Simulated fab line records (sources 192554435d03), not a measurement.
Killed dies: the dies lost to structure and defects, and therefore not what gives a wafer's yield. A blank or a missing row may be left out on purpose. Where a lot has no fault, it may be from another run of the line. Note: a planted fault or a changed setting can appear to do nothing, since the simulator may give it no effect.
Chamber matching + flow n5Finfet + rieDiel-01 running N5_MIM_TOP_LITHO_DESCUM_10: 4 sister chambers
The step chemistry O2, time 7.9 s. 8 wafers are shown with their chamber, then 7 later ones without.

## WAFERS, EACH WITH ITS CHAMBER
| wafer  | chamber | drypumpMotorCurrentA (A) | throttleValvePct (%) |
|--------|---------|--------------------------|----------------------|
| L406.2 | 2       | 6.6                      | 20.5                 |
| L409.1 | 0       | 5.5                      | 20.7                 |
| L409.5 | 3       | 5.1                      | 20.1                 |
| L413.2 | 3       | 5.2                      | 20.1                 |
| L413.3 | 1       | 6.6                      | 20.9                 |
| L413.6 | 1       | 6.6                      | 20.9                 |
| L420.1 | 2       | 6.6                      | 20.2                 |
| L420.3 | 0       | 5.5                      | 20.8                 |

## WAFERS WHOSE CHAMBER IS MISSING
| wafer  | drypumpMotorCurrentA (A) | throttleValvePct (%) |
|--------|--------------------------|----------------------|
| L420.6 | 6.6                      | 20.9                 |
| L421.3 | 6.6                      | 20.9                 |
| L421.5 | 6.6                      | 20.9                 |
| L421.6 | 6.6                      | 20.1                 |
| L426.2 | 6.6                      | 20.9                 |
| L426.3 | 5.1                      | 20.2                 |
| L426.5 | 6.6                      | 20.9                 |

## THE CHAMBER EACH PASSED THROUGH
| wafer  | from the rows above | in truth |
|--------|---------------------|----------|
| L420.6 | 1                   | 1        |
| L421.3 | 1                   | 1        |
| L421.5 | 1                   | 1        |
| L421.6 | 2                   | 2        |
| L426.2 | 1                   | 1        |
| L426.3 | 3                   | 3        |
| L426.5 | 1                   | 1        |
Correct placement for 7 of the 7. From these rows, 0 cannot be placed. Placed wrongly: 0.
How it was worked out, from the rows above alone: a wafer's distance from a chamber is the root of the sum, over the readings, of the square of ((its reading less the chamber's mean) divided by the reading's scatter). The wafer belongs to the nearest chamber; if the next one is less than 2 further off, it can't be placed. A chamber's mean is the mean of its shown wafers. The scatter: the root of (the sum of the squares of (reading less its chamber's mean) over the shown wafers, divided by (wafers less chambers)).
